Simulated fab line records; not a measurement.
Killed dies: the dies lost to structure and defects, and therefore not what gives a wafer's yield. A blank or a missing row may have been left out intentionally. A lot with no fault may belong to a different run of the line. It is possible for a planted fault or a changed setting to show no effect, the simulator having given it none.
Chamber matching | flow nandHarc | NHARC_A_DECK1_JOINT_ETCHBACK_07 on rieSi-02: 4 sister chambers
The step etches the open film in HBr, target depth 105 nm, time 26.9 s. 18 wafers are shown with their chamber, then 9 later ones without.

EACH WAFER AND ITS CHAMBER
wafer  | chamber | drypumpMotorCurrentA (A) | oesProductAu (a.u.) | throttleValvePct (%)
L523.1 | 0       | 5.6                      | 1.009               | 23.264
L523.3 | 1       | 5.5                      | 0.997               | 23.253
L523.5 | 2       | 6.2                      | 1.007               | 23.280
L524.3 | 1       | 5.5                      | 0.996               | 23.256
L524.4 | 3       | 5.8                      | 1.002               | 23.254
L524.5 | 0       | 5.6                      | 1.009               | 23.256
L525.2 | 3       | 5.8                      | 1.002               | 23.262
L525.3 | 2       | 6.2                      | 1.014               | 23.267
L525.6 | 0       | 5.6                      | 1.012               | 23.274
L527.2 | 3       | 5.9                      | 0.992               | 23.278
L527.4 | 0       | 5.6                      | 0.998               | 23.263
L527.6 | 3       | 5.9                      | 1.002               | 23.278
L528.1 | 3       | 5.9                      | 0.997               | 23.255
L528.2 | 0       | 5.6                      | 1.020               | 23.268
L528.4 | 2       | 6.1                      | 0.992               | 23.265
L529.4 | 2       | 6.2                      | 1.006               | 23.283
L529.5 | 3       | 5.8                      | 0.993               | 23.276
L529.6 | 2       | 6.2                      | 1.006               | 23.270

SIGNATURES, as means of the wafers listed above
reading              | chamber 0 | chamber 1 | chamber 2 | chamber 3 | scatter within a chamber
drypumpMotorCurrentA | 5.600     | 5.500     | 6.180     | 5.850     | 0.0405
oesProductAu         | 1.00960   | 0.99650   | 1.00500   | 0.99800   | 0.00663
throttleValvePct     | 23.26500  | 23.25450  | 23.27300  | 23.26717  | 0.00886
Rule: for each reading, subtract the chamber's mean from the wafer's reading, divide by that reading's scatter and square the result; add these up over the readings and take the root, which gives the wafer's distance from the chamber. If the next closest chamber is less than 2 further off than the closest, the wafer can't be placed; otherwise it belongs to the closest. The scatter: the root of (the sum of the squares of (reading less its chamber's mean) over the shown wafers, divided by (wafers less chambers)).

WAFERS WITHOUT THEIR CHAMBER
wafer  | drypumpMotorCurrentA (A) | oesProductAu (a.u.) | throttleValvePct (%)
L530.1 | 5.8                      | 1.010               | 23.266
L530.2 | 5.6                      | 1.011               | 23.264
L530.5 | 6.2                      | 1.002               | 23.271
L532.1 | 5.8                      | 0.997               | 23.264
L532.2 | 5.6                      | 1.008               | 23.263
L532.3 | 5.5                      | 0.994               | 23.263
L535.1 | 5.5                      | 0.996               | 23.276
L535.3 | 6.1                      | 0.994               | 23.270
L535.6 | 6.1                      | 0.996               | 23.269

EACH ONE'S CHAMBER
wafer  | from the rows above     | in truth
L530.1 | 3                       | 3
L530.2 | 0                       | 0
L530.5 | 2                       | 2
L532.1 | 3                       | 3
L532.2 | 0                       | 0
L532.3 | 1                       | 1
L535.1 | can't be placed: 1 or 0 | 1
L535.3 | 2                       | 2
L535.6 | 2                       | 2
Correctly placed: 8 of 9. These rows do not allow placing 1 (true chamber among the candidates in 1). Number placed wrongly: 0.
